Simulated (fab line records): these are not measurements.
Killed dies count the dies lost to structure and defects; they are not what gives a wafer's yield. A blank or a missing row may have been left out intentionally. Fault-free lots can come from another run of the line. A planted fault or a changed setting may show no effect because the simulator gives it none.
Lot-split experiment :: flow n5Finfet :: 21 wafers read from 7 lots, route of 1938 steps

== ABOUT THE SPLIT ==
At N5_BEOL_M14_SPUTTER_43 (material TaN, target thk 15 nm, time 24.19 s), the setting powerW was moved away from the recipe's 15000 W on 9 of the 21 wafers read, by -10.7% to +17.7%. This setting was run at the recipe's value on the other wafers.

Reading taken at the split's own step.

== THE READING ==
TaN_of_BEOL_M14_SPUTTER_43.thkNm (the simulator's own value, which no gauge read), in nm, at N5_BEOL_M14_SPUTTER_43 (material TaN, target thk 15 nm, time 24.19 s). The file does not state a usual value for it. Across the 12 wafers here that went through the recipe, the average is 15.1 nm and the standard deviation 0.21 nm.

wafer: L078.4
tool, chamber at the split: pvdSputter-03, -
powerW as run, W: 13390
against the recipe: -10.7%
TaN_of_BEOL_M14_SPUTTER_43.thkNm, nm: 13.6
against lot-mates on the recipe: -1.8

wafer: L078.6
tool, chamber at the split: pvdSputter-03, -
powerW as run, W: 13390
against the recipe: -10.7%
TaN_of_BEOL_M14_SPUTTER_43.thkNm, nm: 13.6
against lot-mates on the recipe: -1.8

wafer: L078.5
tool, chamber at the split: pvdSputter-03, -
powerW as run, W: 15000
against the recipe: recipe
TaN_of_BEOL_M14_SPUTTER_43.thkNm, nm: 15.4
against lot-mates on the recipe: -

wafer: L080.3
tool, chamber at the split: pvdSputter-01, -
powerW as run, W: 15000
against the recipe: recipe
TaN_of_BEOL_M14_SPUTTER_43.thkNm, nm: 14.8
against lot-mates on the recipe: -

wafer: L080.4
tool, chamber at the split: pvdSputter-01, -
powerW as run, W: 15000
against the recipe: recipe
TaN_of_BEOL_M14_SPUTTER_43.thkNm, nm: 14.8
against lot-mates on the recipe: -

wafer: L080.5
tool, chamber at the split: pvdSputter-01, -
powerW as run, W: 15000
against the recipe: recipe
TaN_of_BEOL_M14_SPUTTER_43.thkNm, nm: 14.8
against lot-mates on the recipe: -

wafer: L081.1
tool, chamber at the split: pvdSputter-03, -
powerW as run, W: 15000
against the recipe: recipe
TaN_of_BEOL_M14_SPUTTER_43.thkNm, nm: 15.2
against lot-mates on the recipe: -

wafer: L081.2
tool, chamber at the split: pvdSputter-03, -
powerW as run, W: 16340
against the recipe: +8.9%
TaN_of_BEOL_M14_SPUTTER_43.thkNm, nm: 16.4
against lot-mates on the recipe: +1.3

wafer: L081.5
tool, chamber at the split: pvdSputter-03, -
powerW as run, W: 15000
against the recipe: recipe
TaN_of_BEOL_M14_SPUTTER_43.thkNm, nm: 15
against lot-mates on the recipe: -

wafer: L084.1
tool, chamber at the split: pvdSputter-01, -
powerW as run, W: 15000
against the recipe: recipe
TaN_of_BEOL_M14_SPUTTER_43.thkNm, nm: 15
against lot-mates on the recipe: -

wafer: L084.4
tool, chamber at the split: pvdSputter-01, -
powerW as run, W: 17650
against the recipe: +17.7%
TaN_of_BEOL_M14_SPUTTER_43.thkNm, nm: 17.6
against lot-mates on the recipe: +2.6

wafer: L084.5
tool, chamber at the split: pvdSputter-01, -
powerW as run, W: 17650
against the recipe: +17.7%
TaN_of_BEOL_M14_SPUTTER_43.thkNm, nm: 17.8
against lot-mates on the recipe: +2.8

wafer: L093.1
tool, chamber at the split: pvdSputter-01, -
powerW as run, W: 15000
against the recipe: recipe
TaN_of_BEOL_M14_SPUTTER_43.thkNm, nm: 15.4
against lot-mates on the recipe: -

wafer: L093.3
tool, chamber at the split: pvdSputter-01, -
powerW as run, W: 14000
against the recipe: -6.7%
TaN_of_BEOL_M14_SPUTTER_43.thkNm, nm: 14.2
against lot-mates on the recipe: -1.1

wafer: L093.6
tool, chamber at the split: pvdSputter-01, -
powerW as run, W: 15000
against the recipe: recipe
TaN_of_BEOL_M14_SPUTTER_43.thkNm, nm: 15.2
against lot-mates on the recipe: -

wafer: L096.3
tool, chamber at the split: pvdSputter-03, -
powerW as run, W: 15770
against the recipe: +5.1%
TaN_of_BEOL_M14_SPUTTER_43.thkNm, nm: 15.8
against lot-mates on the recipe: +0.7

wafer: L096.4
tool, chamber at the split: pvdSputter-03, -
powerW as run, W: 15000
against the recipe: recipe
TaN_of_BEOL_M14_SPUTTER_43.thkNm, nm: 15
against lot-mates on the recipe: -

wafer: L096.5
tool, chamber at the split: pvdSputter-03, -
powerW as run, W: 15000
against the recipe: recipe
TaN_of_BEOL_M14_SPUTTER_43.thkNm, nm: 15.2
against lot-mates on the recipe: -

wafer: L097.1
tool, chamber at the split: pvdSputter-03, -
powerW as run, W: 17190
against the recipe: +14.6%
TaN_of_BEOL_M14_SPUTTER_43.thkNm, nm: 17.2
against lot-mates on the recipe: +2.2

wafer: L097.3
tool, chamber at the split: pvdSputter-03, -
powerW as run, W: 15000
against the recipe: recipe
TaN_of_BEOL_M14_SPUTTER_43.thkNm, nm: 15
against lot-mates on the recipe: -

wafer: L097.6
tool, chamber at the split: pvdSputter-03, -
powerW as run, W: 17190
against the recipe: +14.6%
TaN_of_BEOL_M14_SPUTTER_43.thkNm, nm: 17
against lot-mates on the recipe: +2.0

THE FIT
A straight line over all 21 wafers: TaN_of_BEOL_M14_SPUTTER_43.thkNm changes by +0.143 nm for each +1% of powerW; r = +0.99; the points scatter about the line by 0.18 nm.
The same after taking each lot's own level away (the mean of its wafers on the recipe; 21 wafers): +0.154 nm for each +1%; r = +1.00; scatter 0.095 nm.
Per that fit: largest powerW move, reading shift of 2.7 nm.
Measured against the standard deviation above, the lots' own levels, which go from 14.80 to 15.40 nm, span 2.9 times it.
So the lot-to-lot level changes the slope little: the two slopes agree.
Check: +2.7 nm against its lot-mates is what the line predicts for one of the wafers moved furthest among these (+17.7%) when that wafer is left out of the fit. Against them it came out at +2.6 nm.

== OTHER SPLITS ON THESE WAFERS ==
Before the reading, these wafers also passed through other splits. Each is held against what the fit with the lots' levels taken away leaves over:
other split on the same wafers: N5_BEOL_M13_COAT_58 spinRpm
wafers away from the commonest value: 9
r with TaN_of_BEOL_M14_SPUTTER_43.thkNm (lot level and that fit taken away): -0.05

other split on the same wafers: N5_BEOL_M13_SPUTTER_43 timeS
wafers away from the commonest value: 10
r with TaN_of_BEOL_M14_SPUTTER_43.thkNm (lot level and that fit taken away): +0.06

== THE FILE'S OWN FIT ==
TaN_of_BEOL_M14_SPUTTER_43.thkNm changes by +0.152 nm for each +1% of powerW, r = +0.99.
